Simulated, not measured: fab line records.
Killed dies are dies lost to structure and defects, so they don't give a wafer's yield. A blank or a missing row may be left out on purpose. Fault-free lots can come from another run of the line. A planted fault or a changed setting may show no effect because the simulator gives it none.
fab line records ; flow n5_finfet
record: lots: 7; wafers: 19; last_day: 18
route steps=1938 shown BEOL_M5@1142
lots that met no fault: taken from a fault-free run of the same line
start_h: hours from the record's opening day to when the first of the lot's shown wafers began ; wait_h: hours since the lot's step before ; " repeats the value in the row above ; L1.1+2: one row covering several wafers at once ; - value missing, or start not given ; * or withheld: withheld ; < > ~ a bound
route shown NAME@n: NAME is a module with steps in the file, n the number in the route of the first one ; usual: mean/standard deviation taken from wafers without a fault ; same: alike in all rows ; chamber/n: place in a boat ; sites: each site's reading ; _std_site: standard deviation of those values ; _edge_site: mean of outer sites minus mean of inner sites ; radius_mm: how far each site lies from the wafer's centre ; mask NAME#n: copy n ; behind: the most recent tool/chamber to have shaped the wafer ; hold: reason for holding the lot/hours on hold/outcome of the hold ; device: the n, p or np transistor that did not switch ; end of line: tests of these same wafers at the route's end ; a step given without rows: its recipe and nothing more ; killed: not the wafer's yield, but the dies lost to structure and defects at the first sort ; map: shows each die of a wafer: x if killed, . if not, _ if none is there
set.NAME: setting as actually run; set.NAME@STEP: the setting as run at that earlier step ; model.NAME: the simulator's own value behind a step, which no gauge read
a table for each step, a row for each wafer; lots at some steps of the route
services: the hour from which a tool's chamber was out of use, counted from the record's first day as start_h (under 0 if before that day), plus the number of hours and why
== steps ==
step: N5_BEOL_M5_COAT_22
recipe: resist: CAR-EUV; spin_rpm: 1500; resist_thk_nm: 30
step: N5_BEOL_M5_EBR_24
recipe: solvent: PGMEA; ebr_width_mm: 1.5
step: N5_BEOL_M5_SOFTBAKE_23
recipe: temp_c: 110; time_s: 60; resist: CAR-EUV
step: N5_BEOL_M5_EXPOSE_25
recipe: mask_id: V4; na: 0.33; source_shape: quasar; sigma_inner: 0.2; sigma_outer: 0.6; polarization: unpolarized; defocus_nm: 10; dose_mj: 52.75
step: N5_BEOL_M5_PEB_26
recipe: peb_temp_c: 100; peb_time_s: 60; resist: CAR-EUV
step: N5_BEOL_M5_DEVELOP_27
recipe: develop_time_s: 30; developer: TMAH; resist: CAR-EUV; rinse_liquid: surfactant_rinse; dry: air_spin; dev_temp_c: 23
step: N5_BEOL_M5_CD_MEAS_28
recipe: target_cd_nm: 30.6; landing_energy_ev: 500; detector: se_inlens; target_cd_y_nm: 20; polarity: opening
usual: cd_nm: 30.60/0.25
lot.wafer;tool;chamber;start_h;wait_h;cd_nm
L475.1;cd_sem-02;0;173.98;-;30.68
L475.5;cd_sem-02;0;173.98;-;30.70
L475.6;cd_sem-02;0;173.98;-;30.69
L481.2;cd_sem-01;0;204.98;-;31.00
L481.5;cd_sem-01;0;204.98;-;30.70
L481.6;cd_sem-01;0;204.98;-;30.38
L483.1;cd_sem-03;0;217.27;-;30.80
L483.3;cd_sem-03;0;217.27;-;30.61
L483.6;cd_sem-03;0;217.27;-;30.39
L485.3;cd_sem-03;0;223.96;-;30.40
L485.4;cd_sem-03;0;223.96;-;30.67
L484.1;cd_sem-02;0;229.72;-;30.39
L484.2;cd_sem-02;0;229.72;-;29.97
L484.6;cd_sem-02;0;229.72;-;30.56
L488.1;cd_sem-03;0;260.53;-;30.58
L488.4;cd_sem-03;0;260.53;-;30.88
L498.1;cd_sem-02;0;312.30;-;30.62
L498.3;cd_sem-02;0;312.30;-;30.75
L498.6;cd_sem-02;0;312.30;-;30.68
step: N5_BEOL_M5_OVL_MEAS_29
recipe: points_per_wafer: 522
usual: V4_OVL: 0.2/0.72
lot.wafer;tool;chamber;start_h;wait_h;V4_OVL[nm]
L475.1;overlay-01;0;174.01;0.0;0.6
L475.5;overlay-01;0;174.01;0.0;0.7
L475.6;overlay-01;0;174.01;0.0;1.1
L481.2;overlay-01;0;205.01;0.0;-0.2
L481.5;overlay-01;0;205.01;0.0;-1.1
L481.6;overlay-01;0;205.01;0.0;0.3
L483.1;overlay-01;0;217.30;0.0;0.8
L483.3;overlay-01;0;217.30;0.0;0.8
L483.6;overlay-01;0;217.30;0.0;0.4
L485.3;overlay-02;0;224.00;0.0;0.5
L485.4;overlay-02;0;224.00;0.0;-0.2
L484.1;overlay-02;0;229.75;0.0;-0.9
L484.2;overlay-02;0;229.75;0.0;-0.3
L484.6;overlay-02;0;229.75;0.0;0.0
L488.1;overlay-02;0;260.56;0.0;0.5
L488.4;overlay-02;0;260.56;0.0;-0.6
L498.1;overlay-01;0;312.33;0.0;-1.0
L498.3;overlay-01;0;312.33;0.0;0.1
L498.6;overlay-01;0;312.33;0.0;-0.1
step: N5_BEOL_M5_INSPECT_30
recipe: mode: adi; inspect_instrument: brightfield
usual: raw_defect_count: 410/85
lot.wafer;tool;chamber;start_h;wait_h;raw_defect_count
L475.1;defect_inspect-02;-;174.06;0.1;569
L475.5;defect_inspect-02;-;174.06;0.1;449
L475.6;defect_inspect-02;-;174.06;0.1;634
L481.2;defect_inspect-02;-;205.07;0.0;527
L481.5;defect_inspect-02;-;205.07;0.0;563
L481.6;defect_inspect-02;-;205.07;0.0;329
L483.1;defect_inspect-01;-;217.36;0.1;354
L483.3;defect_inspect-01;-;217.36;0.1;447
L483.6;defect_inspect-01;-;217.36;0.1;477
L485.3;defect_inspect-02;-;224.05;0.0;336
L485.4;defect_inspect-02;-;224.05;0.0;329
L484.1;defect_inspect-01;-;229.81;0.1;371
L484.2;defect_inspect-01;-;229.81;0.1;520
L484.6;defect_inspect-01;-;229.81;0.1;259
L488.1;defect_inspect-02;-;260.62;0.1;364
L488.4;defect_inspect-02;-;260.62;0.1;465
L498.1;defect_inspect-01;-;312.38;0.1;359
L498.3;defect_inspect-01;-;312.38;0.1;418
L498.6;defect_inspect-01;-;312.38;0.1;412
step: N5_BEOL_M5_DESCUM_33
recipe: chemistry: O2; time_s: 7; source_power_w: 50; bias_power_w: 20; pressure_mtorr: 20; rf_frequency_hz: 2.712e+07; temp_c: 40; resist: CAR-EUV; o2_flow_sccm: 225
usual: bias_power_w: 20.00/0.054; drypump_motor_current_A: 5.9/0.36; oes_product_au: 0.79/0.089; rf_vpp_V: 243.5/0.98; showerhead_plenum_p_Torr: 2.11/0.036; throttle_valve_pct: 20.42/0.22
lot.wafer;tool;chamber;start_h;wait_h;bias_power_w;drypump_motor_current_A;oes_product_au;rf_hours_counter_h;rf_vpp_V;showerhead_plenum_p_Torr;throttle_valve_pct
L475.1;rie_diel-02;3;174.10;0.0;20.01;5.6;0.75;147;242.0;2.09;20.20
L475.5;rie_diel-02;0;174.10;0.0;19.99;5.4;0.81;-;243.8;2.11;20.31
L475.6;rie_diel-02;1;174.10;0.0;20.10;6.3;0.74;-;243.2;2.08;20.63
L481.2;rie_diel-02;2;205.68;0.6;19.93;6.3;0.94;15;245.6;2.14;20.43
L481.5;rie_diel-02;1;205.68;0.6;19.99;6.4;0.73;-;243.4;2.07;20.67
L481.6;rie_diel-02;2;205.68;0.6;20.06;6.3;0.94;-;243.7;2.14;20.43
L483.1;rie_diel-02;0;217.53;0.2;19.99;5.4;0.79;92;243.6;2.10;20.33
L483.3;rie_diel-02;2;217.53;0.2;20.00;6.3;0.92;18;242.8;2.13;20.46
L483.6;rie_diel-02;3;217.53;0.2;19.96;5.6;0.73;-;242.0;2.09;20.20
L485.3;rie_diel-02;1;224.33;0.3;19.91;6.4;0.73;189;243.4;2.07;20.68
L485.4;rie_diel-02;2;224.33;0.3;19.96;6.3;0.92;21;243.6;2.13;20.45
L484.1;rie_diel-01;2;229.84;0.0;19.94;5.5;0.67;230;243.8;2.15;20.76
L484.2;rie_diel-01;0;229.84;0.0;20.04;6.4;0.97;4;244.1;2.15;19.98
L484.6;rie_diel-01;0;229.84;0.0;20.02;6.3;0.97;-;244.7;2.15;19.97
L488.1;rie_diel-02;2;260.65;0.0;20.03;6.3;0.91;32;243.2;2.13;20.47
L488.4;rie_diel-02;1;260.65;0.0;19.91;6.4;0.72;199;241.7;2.07;20.66
L498.1;rie_diel-02;0;312.67;0.3;19.96;5.4;0.76;121;243.2;2.09;20.40
L498.3;rie_diel-02;2;312.67;0.3;20.04;6.3;0.87;48;243.2;2.12;20.50
L498.6;rie_diel-02;1;312.67;0.3;20.03;6.4;0.70;-;244.0;2.06;20.73
step: N5_BEOL_M5_ETCH_75
recipe: chemistry: N2/H2; target: underlayer; target_depth_a: 65; mask_material: CAR-EUV; time_s: 5.2; ion_energy_ev: 200; pressure_mtorr: 30; source_w: 840; bias_w: 150; n2_flow_sccm: 200; h2_flow_sccm: 200; ends: cleared
usual: drypump_motor_current_A: 5.9/0.36; etch_rf_on_time_s: 5.14/0.099; oes_product_au: 0.68/0.076; rf_vpp_V: 524.5/1.7; showerhead_plenum_p_Torr: 2.56/0.04; throttle_valve_pct: 17.86/0.26
lot.wafer;tool;chamber;start_h;wait_h;drypump_motor_current_A;etch_rf_on_time_s;oes_product_au;rf_hours_counter_h;rf_vpp_V;showerhead_plenum_p_Torr;throttle_valve_pct
L475.1;rie_diel-02;3;174.13;0.0;5.6;5.19;0.64;147;522.1;2.55;17.66
L475.5;rie_diel-02;0;174.13;0.0;5.4;5.13;0.69;-;525.1;2.58;17.83
L475.6;rie_diel-02;1;174.13;0.0;6.4;5.07;0.63;-;520.1;2.54;18.20
L481.2;rie_diel-02;2;205.72;0.0;6.4;4.96;0.81;15;527.2;2.59;17.74
L481.5;rie_diel-02;1;205.72;0.0;6.4;5.05;0.63;-;524.0;2.53;18.21
L481.6;rie_diel-02;2;205.72;0.0;6.3;4.92;0.81;-;526.3;2.59;17.74
L483.1;rie_diel-02;0;217.57;0.0;5.5;5.10;0.68;92;525.0;2.57;17.85
L483.3;rie_diel-02;2;217.57;0.0;6.3;4.93;0.79;18;525.0;2.59;17.74
L483.6;rie_diel-02;3;217.57;0.0;5.6;5.14;0.63;-;525.4;2.54;17.68
L485.3;rie_diel-02;1;224.36;0.0;6.4;5.04;0.62;189;522.3;2.53;18.25
L485.4;rie_diel-02;2;224.36;0.0;6.3;4.94;0.81;21;525.7;2.59;17.76
L484.1;rie_diel-01;2;229.88;0.0;5.5;5.22;0.58;230;525.2;2.62;18.23
L484.2;rie_diel-01;0;229.88;0.0;6.3;5.21;0.82;4;525.2;2.60;17.34
L484.6;rie_diel-01;0;229.88;0.0;6.3;5.18;0.83;-;524.4;2.60;17.33
L488.1;rie_diel-02;2;260.69;0.0;6.3;4.99;0.79;32;526.7;2.59;17.78
L488.4;rie_diel-02;1;260.69;0.0;6.3;5.11;0.62;199;522.7;2.52;18.27
L498.1;rie_diel-02;0;312.70;0.0;5.4;5.25;0.64;121;526.3;2.56;17.90
L498.3;rie_diel-02;2;312.70;0.0;6.3;5.03;0.76;48;526.3;2.58;17.81
L498.6;rie_diel-02;1;312.70;0.0;6.4;5.15;0.60;-;522.8;2.52;18.28
step: N5_BEOL_M5_ETCH_67
recipe: chemistry: CF4; target: SiARC; target_depth_a: 156; mask_material: CAR-EUV; time_s: 26; ion_energy_ev: 80; pressure_mtorr: 40; source_w: 545; bias_w: 36; Ar_flow_sccm: 100; cf4_flow_sccm: 100; ends: cleared
usual: drypump_motor_current_A: 5.9/0.35; etch_rf_on_time_s: 25.7/0.49; oes_product_au: 0.68/0.077; rf_vpp_V: 184.3/0.89; showerhead_plenum_p_Torr: 2.16/0.032; throttle_valve_pct: 15.61/0.23
lot.wafer;tool;chamber;start_h;wait_h;drypump_motor_current_A;etch_rf_on_time_s;oes_product_au;rf_hours_counter_h;rf_vpp_V;showerhead_plenum_p_Torr;throttle_valve_pct
L475.1;rie_diel-02;3;174.15;0.0;5.6;26.1;0.63;147;184.8;2.15;15.43
L475.5;rie_diel-02;0;174.15;0.0;5.4;25.6;0.69;-;185.2;2.17;15.54
L475.6;rie_diel-02;1;174.15;0.0;6.4;25.5;0.63;-;184.7;2.14;15.88
L481.2;rie_diel-02;2;205.73;0.0;6.3;24.5;0.81;15;184.2;2.19;15.60
L481.5;rie_diel-02;1;205.73;0.0;6.4;25.3;0.63;-;184.2;2.13;15.90
L481.6;rie_diel-02;2;205.73;0.0;6.3;24.7;0.81;-;184.8;2.19;15.59
L483.1;rie_diel-02;0;217.58;0.0;5.4;25.8;0.68;92;184.8;2.16;15.58
L483.3;rie_diel-02;2;217.58;0.0;6.3;24.7;0.80;18;185.4;2.19;15.58
L483.6;rie_diel-02;3;217.58;0.0;5.6;25.8;0.63;-;185.3;2.14;15.44
L485.3;rie_diel-02;1;224.38;0.0;6.4;25.4;0.62;189;183.3;2.13;15.91
L485.4;rie_diel-02;2;224.38;0.0;6.3;25.0;0.80;21;185.4;2.18;15.59
L484.1;rie_diel-01;2;229.89;0.0;5.5;26.1;0.58;230;185.5;2.20;15.97
L484.2;rie_diel-01;0;229.89;0.0;6.3;26.1;0.83;4;186.0;2.19;15.12
L484.6;rie_diel-01;0;229.89;0.0;6.3;26.1;0.83;-;184.9;2.19;15.12
L488.1;rie_diel-02;2;260.70;0.0;6.3;25.0;0.78;32;184.4;2.18;15.62
L488.4;rie_diel-02;1;260.70;0.0;6.3;25.4;0.62;199;183.7;2.13;15.92
L498.1;rie_diel-02;0;312.72;0.0;5.4;25.9;0.65;121;184.6;2.15;15.62
L498.3;rie_diel-02;2;312.72;0.0;6.3;24.7;0.76;48;185.2;2.18;15.65
L498.6;rie_diel-02;1;312.72;0.0;6.4;25.5;0.61;-;183.1;2.12;15.96
step: N5_BEOL_M5_ETCH_68
recipe: chemistry: N2/H2; target: SOC; target_depth_a: 800; overetch_a: 160; mask_material: SiARC; temp_c: 40; time_s: 120; ion_energy_ev: 200; pressure_mtorr: 30; source_w: 840; bias_w: 150; n2_flow_sccm: 200; h2_flow_sccm: 200
usual: drypump_motor_current_A: 5.9/0.36; oes_product_au: 0.61/0.064; rf_vpp_V: 524.5/1.4; run_length_s: 143.3/0.45; showerhead_plenum_p_Torr: 2.56/0.04; throttle_valve_pct: 17.81/0.26
lot.wafer;tool;chamber;start_h;wait_h;drypump_motor_current_A;oes_product_au;rf_hours_counter_h;rf_vpp_V;run_length_s;showerhead_plenum_p_Torr;throttle_valve_pct;model.SiARC_of_BEOL_M5_COAT_66.thk_nm
L475.1;rie_diel-02;3;174.18;0.0;5.7;0.57;147;523.6;142.9;2.55;17.61;6.4
L475.5;rie_diel-02;0;174.18;0.0;5.4;0.62;-;525.6;143.9;2.58;17.76;6.4
L475.6;rie_diel-02;1;174.18;0.0;6.4;0.56;-;524.5;143.3;2.54;18.14;6.2
L481.2;rie_diel-02;2;205.76;0.0;6.3;0.70;15;525.3;143.5;2.59;17.70;6
L481.5;rie_diel-02;1;205.76;0.0;6.4;0.55;-;523.9;143.7;2.53;18.18;6.2
L481.6;rie_diel-02;2;205.76;0.0;6.3;0.70;-;526.6;143.1;2.59;17.70;6.2
L483.1;rie_diel-02;0;217.61;0.0;5.4;0.65;92;523.9;135.0;2.57;17.82;6.8
L483.3;rie_diel-02;2;217.61;0.0;6.3;0.70;18;525.0;143.1;2.59;17.70;6
L483.6;rie_diel-02;3;217.61;0.0;5.7;0.56;-;523.0;143.5;2.54;17.64;6.4
L485.3;rie_diel-02;1;224.41;0.0;6.4;0.55;189;523.8;143.2;2.53;18.18;6.2
L485.4;rie_diel-02;2;224.41;0.0;6.3;0.75;21;523.5;134.1;2.59;17.71;6.6
L484.1;rie_diel-01;2;229.92;0.0;5.5;0.52;230;525.7;143.3;2.62;18.19;6.4
L484.2;rie_diel-01;0;229.92;0.0;6.3;0.75;4;525.7;142.9;2.60;17.28;6.4
L484.6;rie_diel-01;0;229.92;0.0;6.4;0.74;-;524.5;142.8;2.60;17.28;6.4
L488.1;rie_diel-02;2;260.73;0.0;6.3;0.73;32;525.5;134.4;2.59;17.72;6.6
L488.4;rie_diel-02;1;260.73;0.0;6.4;0.58;199;522.9;134.4;2.52;18.22;6.6
L498.1;rie_diel-02;0;312.75;0.0;5.4;0.59;121;526.2;144.0;2.56;17.86;6.6
L498.3;rie_diel-02;2;312.75;0.0;6.3;0.66;48;524.9;143.0;2.58;17.75;6.2
L498.6;rie_diel-02;1;312.75;0.0;6.4;0.54;-;523.4;143.2;2.52;18.23;6.4
step: N5_BEOL_M5_STRIP_69
recipe: chemistry: N2/H2; temp_c: 40; n2_flow_sccm: 200; h2_flow_sccm: 200; rf_frequency_hz: 6e+07
== services ==
tool;chamber;start_h;hours;kind
rie_diel-02;3;191.01;10.1;repair
rie_diel-01;0;196.11;-;clean
rie_diel-01;0;196.11;-;consumable_replace:focus_ring
rie_diel-01;0;196.11;21.7;scheduled_down
rie_diel-01;0;196.11;21.7;vent_cycle
rie_diel-01;1;233.89;-;clean
rie_diel-01;1;233.89;-;consumable_replace:focus_ring
rie_diel-01;1;233.89;18.3;scheduled_down
rie_diel-01;1;233.89;18.3;vent_cycle
rie_diel-02;-;275.29;0.6;repair
rie_diel-01;2;290.98;-;clean
rie_diel-01;2;290.98;-;consumable_replace:focus_ring
rie_diel-01;2;290.98;20.7;scheduled_down
rie_diel-01;2;290.98;20.7;vent_cycle
rie_diel-02;-;303.01;0.5;repair
rie_diel-01;0;311.36;5.4;repair
== key ==
first_sign: step: N5_BEOL_M5_ETCH_68; reading: run_length_s; direction: down; sigmas: 20; usual: *; struck: *
effect none on later readings
model_effect: step: N5_BEOL_M5_ETCH_68; value: SiARC_of_BEOL_M5_COAT_66.thk_nm; without: 6.25; struck: 6.65
met_at N5_BEOL_M5_ETCH_68
struck_wafers L483.1,L485.4,L488.1,L488.4
onset_between 205.76 217.61
fault: kind: process_parameter_drift; tool: rie_diel-02; chamber: -; onset_h: 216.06; steps: N5_BEOL_M5_ETCH_68; channel: time_s; offset: *; shape: step; end_h: 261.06; scope: struck_wafers_only; acts_in: *; stated: *
